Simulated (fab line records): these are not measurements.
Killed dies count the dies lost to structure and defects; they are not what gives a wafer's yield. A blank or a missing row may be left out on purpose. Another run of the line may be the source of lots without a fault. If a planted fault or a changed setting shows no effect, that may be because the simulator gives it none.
A lot that was struck, set against a sound lot | flow nand harc | 15 steps out of a route of 1302
Sound: wafers L755.2, L755.3, L755.6. Struck: wafers L767.1, L767.5. (L767.2 of the same lot was not struck and is left out.) The cause comes at the end.
For every step that has rows: the tool of each side, followed by ch and its chambers, followed by its first start. Under that, the readings that differ: sound wafers | struck wafers | difference of the means | sigmas: that difference in standard deviations of wafers without a fault.
alike: a reading whose means differ by less than 2 such deviations, as well as words and numbers matching on both sides. not compared: withheld readings; readings where some wafer has no value; bounds like >300 that might hide an equal value; numbers whose values overlap and for which the record gives no deviation.
Wherever a step has rows on one side only, a row that says differs or no value, or a row with sigmas, the two part there. Non-overlapping numbers with no deviation appear without sigmas and do not part them. A reading missing from all wafers of one side parts the sides only when that side holds two or more wafers.

NHARC_P_GATE_STRIP_95: strips in O2.
  sound on plasma asher-02 ch 0,1, day 9 05:24; struck on plasma asher-01 ch 0,1, day 13 23:58
  alike: drypump motor current A, heater power w
  not compared: rf hours counter h
then, 1 step without rows for these wafers: NHARC_P_GATE_STRIP_96 (strips in SPM, time 900 s).
NHARC_P_GATE_RTA_64: time 1 s.
  sound on rtp anneal-01 ch 0, day 9 05:59; struck on rtp anneal-02 ch 0, day 14 00:32
  reading             | sound          | struck    | difference | sigmas
  lamp_zone_7_pct (%) | 32.2 32.3 32.3 | 33.3 33.4 | +1.1       | +2
  alike: lamp power pct, wafer_temp_C_max
then, 1 step without rows for these wafers: NHARC_P_GATE_ETCH_77 (etches SiO2 in dHF, target depth 6 nm).
NHARC_P_GATE_DEGAS_109: time 60 s.
  struck on pvd sputter-03, day 14 00:50; sound on pvd sputter-03, day 9 06:16
  alike: heater power w
then, 3 steps without rows for these wafers: NHARC_P_GATE_PRE_CLEAN_110 (time 30 s); NHARC_P_GATE_SPUTTER_78 (material Ni, target thk 10 nm); NHARC_P_GATE_SPUTTER_79 (material TiN, target thk 10 nm).
NHARC_P_GATE_RTA_80: time 30 s.
  sound on rtp anneal-02 ch 0, day 9 06:35; struck on rtp anneal-02 ch 0, day 14 01:08
  alike: wafer_temp_C_max
then, 2 steps without rows for these wafers: NHARC_P_GATE_STRIP_67 (strips in SPM, time 600 s); NHARC_P_GATE_RTA_82 (time 30 s).
NHARC_P_GATE_INSPECT_68:
  struck on defect inspect-02, day 14 01:47; sound on defect inspect-02, day 9 07:14
  alike: raw defect count
NHARC_P_CONTACT_DEP_30: deposits SiNx, target thk 30 nm.
  sound on pecvd-02 ch 0,1,2, day 9 07:17; struck on pecvd-02 ch 1, day 14 01:53
  reading            | sound             | struck      | difference | sigmas
  rf fwd power W (W) | 450.2 449.8 447.6 | 518.9 519.9 | +70.2      | +50
  alike: heater power w
NHARC_P_CONTACT_DEP_00: deposits SiO2, target thk 500 nm.
  sound: pecvd-02 ch 0,1,2; struck: pecvd-02 ch 1
  alike: chamber pressure Torr, heater power w, rf fwd power W, throttle valve pct
following that, these wafers have no rows for 1 step: NHARC_END_SORT_01.

WHERE THEY PART
First at NHARC_P_GATE_RTA_64; last, within this record, at NHARC_P_CONTACT_DEP_30. Later steps at which nothing parts them and some readings are alike: NHARC_P_CONTACT_DEP_00.

WHY: the cause the simulator had injected
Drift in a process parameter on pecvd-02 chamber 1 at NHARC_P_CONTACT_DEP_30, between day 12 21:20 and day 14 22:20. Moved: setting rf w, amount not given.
